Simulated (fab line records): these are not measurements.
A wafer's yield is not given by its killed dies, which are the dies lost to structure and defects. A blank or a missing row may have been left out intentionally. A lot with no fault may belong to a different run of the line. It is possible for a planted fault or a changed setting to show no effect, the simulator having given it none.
fab line records + flow n5Finfet
record:
- lots: 6
- wafers: 18
- lastDay: 18
route steps=1938 shown HKMG_FIN@416 BEOL_M4@1111 PASSIVATION@1936
lots that met no fault: taken from a fault-free run of the same line
startH: the number of hours between the record's first day and the start of the first shown wafer of the lot + waitH: hours from the lot's prior step to this one + " unchanged from the row above + L1.1+2: several wafers, shown together as one row + - no value, or no start given + * or withheld: withheld + < > ~ a bound
route shown NAME@n: names a module that has steps shown in the file, with the first one's number in the route + usual: mean/standard deviation of fault-free wafers + same: alike in all rows + chamber/n: place in a boat + sites: each site's reading + _std_site: their standard deviation + _edge_site: outer sites' mean less inner sites' + radiusMm: how far each site lies from the wafer's centre + mask NAME#n: copy n + behind: the most recent tool/chamber to have shaped the wafer + hold: why the lot went on hold/how many hours it stayed there/how the hold came to an end + device: the n, p or np transistor that did not switch + end of line: at the end of the route, the tests of the same wafers + where a step has no rows: the recipe by itself + killed: count of dies lost to structure and defects at first sort (not the wafer's yield) + map: the dies of a wafer, with x for killed, . for not killed, _ for no die there
set.NAME: the setting the step ran with; set.NAME@STEP: the setting that earlier step ran with + model.NAME: the simulator's own value behind a step, which no gauge read
lots at selected steps of the route; one table per step, one row per wafer
services: when a tool's chamber went out of use (startH, in hours from the record's first day, below 0 if earlier), for how many hours, and the reason
== steps ==
step: N5_HKMG_FIN_WET_ETCH_65
recipe:
- chemistry: TMAH
- tempC: 70
- concWtPct: 5
- target: a-Si
- stopOn: TiN
- timeS: 49
- targetDepthNm: 3
step: N5_HKMG_FIN_WET_ETCH_81
recipe:
- chemistry: SC1
- target: TiN
- stopOn: HfO2
- mix: 1:1:5
- tempC: 60
- timeS: 57
- targetDepthNm: 6
step: N5_HKMG_FIN_WET_ETCH_82
recipe:
- chemistry: dHCl
- mix: 1:10000
- tempC: 25
- target: La2O3
- stopOn: HfO2
- targetDepthNm: 2
- dry: ipaMarangoni
- rinseTimeS: 30
- rinseTempC: 23
step: N5_HKMG_FIN_ALD_36
recipe:
- material: TiN
- targetThkA: 10
- tempC: 400
- aldPrecursorFamily: TiCl4
- aldCoReactant: NH3
- pulseTimeS: 1
- purgeTimeS: 3
- coReactantPurgeTimeS: 2
- coReactantPulseTimeS: 2
- aldCycles: 47
- pressureTorr: 3
usual:
- heaterPowerW: 872/110
- precursorPulseHeightRel: 1.002/0.021
same:
- aldCycles: 47
| lot.wafer | tool        | chamber | startH | waitH | heaterPowerW | precursorPulseHeightRel |
|-----------|-------------|---------|--------|-------|--------------|-------------------------|
| L925.2    | aldMetal-03 | 1       | 78.95  | 0.0   | 968          | 1.009                   |
| L925.4    | "           | 2       | "      | "     | 947          | 0.994                   |
| L925.6    | "           | 1       | "      | "     | 973          | 1.035                   |
| L930.3    | aldMetal-04 | 0       | 105.20 | 0.0   | 914          | 0.999                   |
| L930.4    | "           | 0       | "      | "     | 918          | 1.019                   |
| L930.5    | "           | 3       | "      | "     | 765          | 1.017                   |
| L939.1    | aldMetal-03 | 1       | 163.04 | 0.0   | 1011         | 1.004                   |
| L939.4    | "           | 2       | "      | "     | 941          | 1.005                   |
| L939.6    | "           | 0       | "      | "     | 774          | 0.993                   |
| L942.4    | aldMetal-02 | 0       | 181.27 | 0.0   | 866          | 0.983                   |
| L942.5    | "           | 2       | "      | "     | 1087         | 1.023                   |
| L942.6    | "           | 3       | "      | "     | 774          | 1.011                   |
| L943.1    | aldMetal-03 | 3       | 184.59 | 0.0   | 857          | 0.991                   |
| L943.3    | "           | 2       | "      | "     | 929          | 0.989                   |
| L943.5    | "           | 1       | "      | "     | 980          | 0.982                   |
| L944.1    | aldMetal-04 | 0       | 191.44 | 0.0   | 933          | 0.946                   |
| L944.4    | "           | 2       | "      | "     | 701          | 0.994                   |
| L944.5    | "           | 3       | "      | "     | 739          | 0.997                   |
step: N5_HKMG_FIN_THK_MEAS_70
recipe:
- thkMeasGauge: xrf
- reads: HfO2_of_HKMG_FIN_HK_ALD_01
usual:
- HK_THK: 1.624/0.018
| lot.wafer | tool         | chamber | startH | waitH | HK_THK[nm] |
|-----------|--------------|---------|--------|-------|------------|
| L925.2    | filmMetro-01 | -       | 79.23  | 0.2   | 1.623      |
| L925.4    | "            | -       | "      | "     | 1.613      |
| L925.6    | "            | -       | "      | "     | 1.631      |
| L930.3    | filmMetro-01 | -       | 105.48 | 0.2   | 1.622      |
| L930.4    | "            | -       | "      | "     | 1.615      |
| L930.5    | "            | -       | "      | "     | 1.615      |
| L939.1    | filmMetro-01 | -       | 163.32 | 0.2   | 1.635      |
| L939.4    | "            | -       | "      | "     | 1.623      |
| L939.6    | "            | -       | "      | "     | 1.622      |
| L942.4    | filmMetro-01 | -       | 181.55 | 0.2   | 1.611      |
| L942.5    | "            | -       | "      | "     | 1.624      |
| L942.6    | "            | -       | "      | "     | 1.603      |
| L943.1    | filmMetro-02 | -       | 184.87 | 0.2   | 1.628      |
| L943.3    | "            | -       | "      | "     | 1.646      |
| L943.5    | "            | -       | "      | "     | 1.621      |
| L944.1    | filmMetro-02 | -       | 191.72 | 0.2   | 1.619      |
| L944.4    | "            | -       | "      | "     | 1.646      |
| L944.5    | "            | -       | "      | "     | 1.649      |
step: N5_HKMG_FIN_PWFM_ALD_03
recipe:
- material: TiN
- targetThkA: 20
- tempC: 400
- aldPrecursorFamily: TiCl4
- aldCoReactant: NH3
- pulseTimeS: 1
- purgeTimeS: 3
- coReactantPurgeTimeS: 2
- coReactantPulseTimeS: 2
- aldCycles: 91
- pressureTorr: 3
usual:
- heaterPowerW: 875/110
- precursorPulseHeightRel: 0.998/0.02
same:
- aldCycles: 91
| lot.wafer | tool        | chamber | startH | waitH | heaterPowerW | precursorPulseHeightRel |
|-----------|-------------|---------|--------|-------|--------------|-------------------------|
| L925.2    | aldMetal-04 | 0       | 79.27  | 0.0   | 928          | 0.987                   |
| L925.4    | "           | 3       | "      | "     | 744          | 1.029                   |
| L925.6    | "           | 1       | "      | "     | 942          | 0.993                   |
| L930.3    | aldMetal-04 | 3       | 105.52 | 0.0   | 756          | 1.027                   |
| L930.4    | "           | 1       | "      | "     | 941          | 0.992                   |
| L930.5    | "           | 3       | "      | "     | 755          | 0.980                   |
| L939.1    | aldMetal-02 | 3       | 163.36 | 0.0   | 785          | 1.020                   |
| L939.4    | "           | 1       | "      | "     | 798          | 1.021                   |
| L939.6    | "           | 3       | "      | "     | 805          | 1.015                   |
| L942.4    | aldMetal-03 | 1       | 181.59 | 0.0   | 981          | 1.002                   |
| L942.5    | "           | 0       | "      | "     | 774          | 0.963                   |
| L942.6    | "           | 3       | "      | "     | 830          | 0.996                   |
| L943.1    | aldMetal-02 | 3       | 184.91 | 0.0   | 772          | 1.015                   |
| L943.3    | "           | 1       | "      | "     | 774          | 1.012                   |
| L943.5    | "           | 3       | "      | "     | 806          | 0.985                   |
| L944.1    | aldMetal-02 | 2       | 191.76 | 0.0   | 1063         | 1.032                   |
| L944.4    | "           | 1       | "      | "     | 794          | 1.015                   |
| L944.5    | "           | 2       | "      | "     | 1077         | 1.003                   |
step: N5_HKMG_FIN_COAT_29
recipe:
- resist: SOC
- tempC: 250
- timeS: 60
- spinRpm: 1500
- resistThkNm: 300
step: N5_HKMG_FIN_COAT_30
recipe:
- resist: SiARC
- tempC: 220
- timeS: 60
- spinRpm: 1500
- resistThkNm: 35
step: N5_HKMG_FIN_COAT_06
recipe:
- resist: CAR-ArF
- spinRpm: 1500
- resistThkNm: 90
step: N5_HKMG_FIN_EBR_08
recipe:
- solvent: PGMEA
- ebrWidthMm: 1.5
step: N5_HKMG_FIN_SOFTBAKE_07
recipe:
- tempC: 110
- timeS: 60
- resist: CAR-ArF
step: N5_HKMG_FIN_EXPOSE_09
recipe:
- maskId: NWFM
- na: 1.35
- sourceShape: conventional
- sigmaOuter: 0.8
- polarization: unpolarized
- doseMj: 39.25
step: N5_HKMG_FIN_PEB_10
recipe:
- pebTempC: withheld
- pebTimeS: 60
- resist: CAR-ArF
| lot.wafer  | tool          | chamber | startH | waitH |
|------------|---------------|---------|--------|-------|
| L925.2+4+6 | lithoTrack-01 | 0       | 79.92  | 0.0   |
| L930.3+4+5 | lithoTrack-02 | 0       | 106.29 | 0.0   |
| L939.1+4+6 | lithoTrack-01 | 0       | 164.13 | 0.1   |
| L942.4+5+6 | lithoTrack-01 | 0       | 182.24 | 0.0   |
| L943.1+3+5 | lithoTrack-05 | 0       | 185.68 | 0.1   |
| L944.1+4+5 | lithoTrack-02 | 0       | 192.53 | 0.1   |
step: N5_HKMG_FIN_DEVELOP_11
recipe:
- developTimeS: 30
- developer: TMAH
- resist: CAR-ArF
- devTempC: 23
- rinseLiquid: diw
- dry: airSpin
step: N5_HKMG_FIN_CD_MEAS_12
recipe:
- targetCdNm: 92.8
- landingEnergyEv: 500
- detector: seInlens
usual:
- cdNm: 92.5/0.61
| lot.wafer | tool     | chamber | startH | waitH | cdNm  |
|-----------|----------|---------|--------|-------|-------|
| L925.2    | cdSem-01 | 0       | 79.98  | -     | 92.6  |
| L925.4    | "        | 0       | "      | "     | 92.3  |
| L925.6    | "        | 0       | "      | "     | 93.3  |
| L930.3    | cdSem-03 | 0       | 106.36 | -     | 91.2  |
| L930.4    | "        | 0       | "      | "     | 91.8  |
| L930.5    | "        | 0       | "      | "     | 92.3  |
| L939.1    | cdSem-01 | 0       | 164.20 | -     | 92.6  |
| L939.4    | "        | 0       | "      | "     | 101.7 |
| L939.6    | "        | 0       | "      | "     | 101.1 |
| L942.4    | cdSem-01 | 0       | 182.30 | -     | 101.6 |
| L942.5    | "        | 0       | "      | "     | 101.6 |
| L942.6    | "        | 0       | "      | "     | 102.3 |
| L943.1    | cdSem-01 | 0       | 185.74 | -     | 92.5  |
| L943.3    | "        | 0       | "      | "     | 92.8  |
| L943.5    | "        | 0       | "      | "     | 92.1  |
| L944.1    | cdSem-01 | 0       | 192.60 | -     | 91.9  |
| L944.4    | "        | 0       | "      | "     | 92.0  |
| L944.5    | "        | 0       | "      | "     | 91.8  |
step: N5_HKMG_FIN_OVL_MEAS_13
recipe:
- pointsPerWafer: 44
usual:
- NWFM_OVL: -0.1/0.8
| lot.wafer | tool       | chamber | startH | waitH | NWFM_OVL[nm] |
|-----------|------------|---------|--------|-------|--------------|
| L925.2    | overlay-01 | 0       | 80.01  | 0.0   | -0.9         |
| L925.4    | "          | 0       | "      | "     | -0.3         |
| L925.6    | "          | 0       | "      | "     | -1.6         |
| L930.3    | overlay-02 | 0       | 106.38 | 0.0   | -0.3         |
| L930.4    | "          | 0       | "      | "     | -0.6         |
| L930.5    | "          | 0       | "      | "     | -0.2         |
| L939.1    | overlay-01 | 0       | 164.23 | 0.0   | -0.3         |
| L939.4    | "          | 0       | "      | "     | -1.0         |
| L939.6    | "          | 0       | "      | "     | -1.1         |
| L942.4    | overlay-02 | 0       | 182.33 | 0.0   | 0.1          |
| L942.5    | "          | 0       | "      | "     | 0.3          |
| L942.6    | "          | 0       | "      | "     | 1.2          |
| L943.1    | overlay-02 | 0       | 185.77 | 0.0   | -1.5         |
| L943.3    | "          | 0       | "      | "     | -0.8         |
| L943.5    | "          | 0       | "      | "     | -0.7         |
| L944.1    | overlay-01 | 0       | 192.63 | 0.0   | -0.7         |
| L944.4    | "          | 0       | "      | "     | -0.8         |
| L944.5    | "          | 0       | "      | "     | -0.6         |
step: N5_BEOL_M4_RC_MEAS_101
usual:
- DIBL_N: 36.3/1.9
- DIBL_P: 36.0/2.1
- IOFF_N: 0.16/0.031
- IOFF_P: 0.21/0.035
- ION_N: 675/14
- ION_P: 464/8.5
- SS_N: 71.5/0.6
- SS_P: 73.3/0.72
- VT_N: 250/3.2
- VT_P: -250/3.1
| lot.wafer | tool      | chamber | startH | waitH | DIBL_N[mV/V] | DIBL_P[mV/V] | IOFF_N[nA/um] | IOFF_P[nA/um] | ION_N[uA/um] | ION_P[uA/um] | SS_N[mV/dec] | SS_P[mV/dec] | VT_N[mV] | VT_P[mV] |
|-----------|-----------|---------|--------|-------|--------------|--------------|---------------|---------------|--------------|--------------|--------------|--------------|----------|----------|
| L925.2    | prober-02 | 0       | 162.59 | 0.2   | 37.5         | 37.3         | 0.18          | 0.25          | 686          | 466          | 71.5         | 73.6         | 249      | -248     |
| L925.4    | "         | 0       | "      | "     | 34.3         | 34.8         | 0.14          | 0.21          | 673          | 468          | 71.1         | 73.7         | 251      | -248     |
| L925.6    | "         | 0       | "      | "     | 34.8         | 34.3         | 0.14          | 0.20          | 687          | 475          | 70.7         | 73.3         | 253      | -249     |
| L930.3    | prober-01 | 0       | 192.98 | 0.3   | 35.8         | 36.9         | 0.16          | 0.24          | 680          | 471          | 71.8         | 73.4         | 251      | -249     |
| L930.4    | "         | 0       | "      | "     | 33.1         | 33.2         | 0.13          | 0.19          | 672          | 468          | 71.0         | 72.2         | 251      | -248     |
| L930.5    | "         | 0       | "      | "     | 34.9         | 36.5         | 0.16          | 0.25          | 676          | 469          | 70.9         | 73.0         | 249      | -244     |
| L939.1    | prober-01 | 0       | 285.09 | 0.0   | 35.8         | 33.6         | 0.14          | 0.18          | 661          | 454          | 71.6         | 72.2         | 252      | -251     |
| L939.4    | "         | 0       | "      | "     | 36.8         | 35.1         | 0.16          | 0.21          | 680          | 472          | 71.9         | 73.1         | 249      | -248     |
| L939.6    | "         | 0       | "      | "     | 35.7         | 33.7         | 0.14          | 0.19          | 679          | 475          | 72.4         | 72.7         | 250      | -251     |
| L943.1    | prober-02 | 0       | 307.55 | 0.0   | 38.7         | 36.1         | 0.19          | 0.21          | 680          | 463          | 71.5         | 73.5         | 246      | -249     |
| L943.3    | "         | 0       | "      | "     | 37.7         | 36.8         | 0.16          | 0.23          | 670          | 464          | 71.4         | 73.8         | 247      | -245     |
| L943.5    | "         | 0       | "      | "     | 37.7         | 36.6         | 0.16          | 0.22          | 670          | 459          | 71.6         | 73.1         | 249      | -250     |
| L942.4    | prober-01 | 0       | 313.87 | 0.5   | 39.4         | 36.5         | 0.20          | 0.22          | 678          | 456          | 71.4         | 72.8         | 248      | -252     |
| L942.5    | "         | 0       | "      | "     | 39.2         | 36.7         | 0.18          | 0.22          | 679          | 464          | 71.8         | 73.6         | 252      | -252     |
| L942.6    | "         | 0       | "      | "     | 38.0         | 36.6         | 0.16          | 0.22          | 673          | 461          | 71.7         | 74.1         | 251      | -248     |
| L944.1    | prober-01 | 0       | 320.86 | 0.0   | 35.8         | 37.3         | 0.17          | 0.23          | 676          | 462          | 71.7         | 73.7         | 249      | -248     |
| L944.4    | "         | 0       | "      | "     | 35.9         | 37.6         | 0.17          | 0.23          | 662          | 460          | 71.7         | 74.1         | 251      | -249     |
| L944.5    | "         | 0       | "      | "     | 36.2         | 36.0         | 0.17          | 0.21          | 665          | 456          | 72.4         | 73.4         | 251      | -252     |
step: N5_PASSIVATION_PROBE_49
usual:
- defectLimitedYield: 91.0/1.5
- killed_at_M0_to_M3: 32/9.6
- killed_at_M4_up: 13/4.7
- killedAtContacts: 13/7.2
- killedAtFrontEnd: 44/13
- killedAtOther: 4/3.4
- killedDies: 106/18
- killedOpen: 70/13
- killedShort: 35/8
- sort_bin_5_function: 5.3/0.97
- sort_bin_6_memory: 3.4/0.73
- sortNPass: 1074/18
- sortYieldPct: 91.0/1.5
same:
- grossDies: 1180
- killedAtBackSide: 0
- sort_bin_4_leakage[%]: 0
- sort_bin_8_speed[%]: 0
| lot.wafer | tool      | chamber | startH | waitH | defectLimitedYield[%] | killed_at_M0_to_M3 | killed_at_M4_up | killedAtContacts | killedAtFrontEnd | killedAtOther | killedDies | killedOpen | killedShort | sort_bin_5_function[%] | sort_bin_6_memory[%] | sortNPass | sortYieldPct[%] |
|-----------|-----------|---------|--------|-------|-----------------------|--------------------|-----------------|------------------|------------------|---------------|------------|------------|-------------|------------------------|----------------------|-----------|-----------------|
| L939.1    | prober-02 | -       | 375.90 | 0.0   | 92.2                  | 49                 | 14              | 10               | 16               | 3             | 92         | 67         | 21          | 5.2                    | 2.4                  | 1088      | 92.2            |
| L939.4    | prober-02 | -       | 376.05 | 0.2   | 90.8                  | 28                 | 17              | 5                | 53               | 5             | 108        | 65         | 30          | 5.1                    | 3.1                  | 1072      | 90.8            |
| L939.6    | prober-02 | -       | 376.15 | 0.3   | 91.4                  | 43                 | 16              | 15               | 27               | 1             | 102        | 63         | 35          | 5.4                    | 2.6                  | 1078      | 91.4            |
| L942.4    | prober-01 | -       | 425.23 | 0.2   | 91.6                  | 37                 | 12              | 10               | 38               | 2             | 99         | 59         | 35          | 4.3                    | 3.6                  | 1081      | 91.6            |
| L942.5    | prober-01 | -       | 425.28 | 0.2   | 91.3                  | 33                 | 11              | 14               | 44               | 1             | 103        | 63         | 34          | 5.1                    | 3.0                  | 1077      | 91.3            |
| L942.6    | prober-01 | -       | 425.33 | 0.3   | 89.8                  | 30                 | 18              | 6                | 60               | 6             | 120        | 67         | 39          | 5.4                    | 3.1                  | 1060      | 89.8            |
killed by level:class
L939.1 BEOL_M0_SAQP:geometricParticle:open=15 BEOL_M1:geometricParticle:open=10 MOL_CONTACT_COAG:geometricParticle:open=9 BEOL_M0:geometricParticle:short=8 BEOL_M2:geometricParticle:open=6 STI_FIN_REVEAL:geometricParticle:open=5 DUMMY_GATE:geometricParticle:open=4 FIN_SAQP:geometricParticle:open=3
L939.4 BEOL_M0_SAQP:geometricParticle:open=11 FIN_SAQP:geometricParticle:short=10 HKMG_FIN:areaPeb=10 FIN_SAQP:geometricParticle:open=9 STI_FIN_REVEAL:geometricParticle:open=8 BEOL_M0_SAQP:geometricParticle:short=6 MOL_CONTACT_COAG:geometricParticle:open=5 DUMMY_GATE:geometricParticle:open=5
L939.6 BEOL_M0_SAQP:geometricParticle:open=12 MOL_CONTACT_COAG:geometricParticle:open=11 BEOL_M0_SAQP:geometricParticle:short=8 BEOL_M0:geometricParticle:short=8 BEOL_M2:geometricParticle:open=6 FIN_SAQP:geometricParticle:open=5 FIN_SAQP:geometricParticle:short=5 BEOL_M4:geometricParticle:open=5
L942.4 FIN_SAQP:geometricParticle:short=8 BEOL_M0_SAQP:geometricParticle:open=8 MOL_CONTACT_COAG:geometricParticle:open=7 BEOL_M0_SAQP:geometricParticle:short=7 BEOL_M1:geometricParticle:open=6 BEOL_M2:geometricParticle:open=6 BEOL_M4:geometricParticle:open=6 FIN_SAQP:geometricParticle:open=4
L942.5 STI_FIN_REVEAL:geometricParticle:open=13 MOL_CONTACT_COAG:geometricParticle:open=11 BEOL_M2:geometricParticle:open=10 HKMG_FIN:areaPeb=6 BEOL_M0_SAQP:geometricParticle:short=5 BEOL_M0_SAQP:geometricParticle:open=4 BEOL_M3:geometricParticle:open=4 FIN_SAQP:geometricParticle:short=3
L942.6 HKMG_FIN:areaPeb=13 STI_FIN_REVEAL:geometricParticle:open=12 FIN_SAQP:geometricParticle:short=6 BEOL_M1:geometricParticle:open=6 GATE_CUT:geometricParticle:short=5 MOL_CONTACT_COAG:geometricParticle:open=5 BEOL_M4:geometricParticle:open=5 BEOL_M0_SAQP:geometricParticle:open=4
== services ==
| tool          | chamber | startH | hours | kind                     |
|---------------|---------|--------|-------|--------------------------|
| aldMetal-03   | 3       | 55.28  | 4.6   | repair                   |
| aldMetal-02   | -       | 65.37  | 0.5   | repair                   |
| aldMetal-02   | -       | 68.61  | 14.6  | pm                       |
| aldMetal-03   | 3       | 79.87  | 6.0   | repair                   |
| aldMetal-04   | 2       | 87.83  | 31.6  | repair                   |
| lithoTrack-05 | -       | 95.21  | -     | consumableReplace:filter |
| lithoTrack-05 | -       | 101.90 | -     | consumableReplace:filter |
| aldMetal-04   | 2       | 159.14 | 6.5   | repair                   |
| aldMetal-03   | -       | 161.14 | 1.1   | repair                   |
| lithoTrack-01 | -       | 166.82 | -     | consumableReplace:filter |
| aldMetal-04   | 2       | 176.51 | 6.2   | repair                   |
| aldMetal-02   | 0       | 184.41 | 9.5   | repair                   |
== key ==
firstSign:
- step: N5_HKMG_FIN_CD_MEAS_12
- reading: cdNm
- direction: up
- sigmas: 15
- usual: 92.5
- struck: 101.7
effect none on later readings
metAt N5_HKMG_FIN_PEB_10
struckWafers L939.4,L939.6,L942.4,L942.5,L942.6
onsetBetween 79.92 164.13
fault:
- kind: processParameterDrift
- tool: lithoTrack-01
- chamber: -
- onsetH: 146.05
- steps: N5_HKMG_FIN_PEB_10
- channel: pebTimeS
- offset: *
- shape: step
- endH: 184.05
- scope: struckWafersOnly
- actsIn: *
- stated: *
